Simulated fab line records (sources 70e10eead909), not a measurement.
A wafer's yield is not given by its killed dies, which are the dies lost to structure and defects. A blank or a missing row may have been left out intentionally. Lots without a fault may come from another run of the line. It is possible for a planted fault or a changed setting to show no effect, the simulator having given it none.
Which tool was responsible? | flow nand_harc | Sampling: 12 lots, 36 wafers, 3 of 1302 route steps

## WHAT THE GAUGES READ, wafer by wafer
NHARC_P_M1_INSPECT_27.
lot  | measured     | on                | raw_defect_count
L075 | day 6 13:59  | defect_inspect-02 | 328 528 360
L077 | day 7 20:12  | defect_inspect-02 | 399 374 441
L079 | day 8 11:50  | defect_inspect-02 | 287 287 392
L081 | day 9 07:57  | defect_inspect-01 | 284 314 198
L083 | day 10 04:38 | defect_inspect-01 | 255 236 175
L085 | day 10 19:28 | defect_inspect-01 | 268 337 249
L087 | day 11 22:31 | defect_inspect-01 | 380 333 239
L089 | day 12 14:02 | defect_inspect-02 | 167 154 247
L090 | day 13 11:59 | defect_inspect-02 | 171 335 281
L092 | day 14 03:55 | defect_inspect-01 | 299 276 196
L095 | day 15 08:35 | defect_inspect-01 | 191 228 243
L097 | day 16 05:02 | defect_inspect-02 | 526 563 338

## TOOL THAT RAN EACH LOT (tool first, then ch and the chambers of the sampled wafers, then the start)
lot  | NHARC_P_CONTACT_CMP_01        | NHARC_P_M0_STRIP_18
L075 | cmp-02 ch 0,1,3, day 6 02:19  | rie_diel-03 ch 0,1,2, day 6 07:44
L077 | cmp-01 ch 1,2,3, day 7 08:19  | rie_diel-03 ch 0,1, day 7 13:48
L079 | cmp-01 ch 0,1,3, day 8 00:01  | rie_diel-08 ch 0,2, day 8 05:33
L081 | cmp-03 ch 0,3, day 8 19:51    | rie_diel-12 ch 0,1, day 9 01:32
L083 | cmp-01 ch 1,3, day 9 16:50    | rie_diel-12 ch 2,3, day 9 22:22
L085 | cmp-03 ch 0,1,2, day 10 06:53 | rie_diel-08 ch 0,3, day 10 12:53
L087 | cmp-03 ch 0,2,3, day 11 10:46 | rie_diel-03 ch 0,2,3, day 11 16:19
L089 | cmp-02 ch 1,2,3, day 12 01:49 | rie_diel-08 ch 1,3, day 12 07:32
L090 | cmp-01 ch 2,3, day 13 00:05   | rie_diel-08 ch 0,2,3, day 13 05:44
L092 | cmp-03 ch 0,1,2, day 13 15:53 | rie_diel-12 ch 0,1, day 13 21:27
L095 | cmp-01 ch 0,1, day 14 19:47   | rie_diel-12 ch 0,1, day 15 01:46
L097 | cmp-01 ch 0,1,2, day 15 16:39 | rie_diel-12 ch 0,2,3, day 15 22:52
- NHARC_P_CONTACT_CMP_01: polishes SiO2, target thk 200 nm.
- NHARC_P_M0_STRIP_18: strips in N2/H2.

## THE ANSWER, worked out from the rows above alone
Rule: usual is defined by the lots themselves. The widest of any qualifying gaps counts: lots, ordered by their means at a reading, are off when they make up no more than a third of the lots, leave a main group of 4 or more, and stand apart from it by 3 or more times the standard deviation of that group's means. The tables above print the reading to a certain number of digits; a main group whose means all agree to those digits is not used. Also off: a lot with no number at a reading for which 4 or more lots have one. Where the step has rows for the other lots, those lots are counted as sound.
No lot is off on any of the readings shown, so nothing can be concluded from this.

## WHAT THE SIMULATOR HAD PUT IN
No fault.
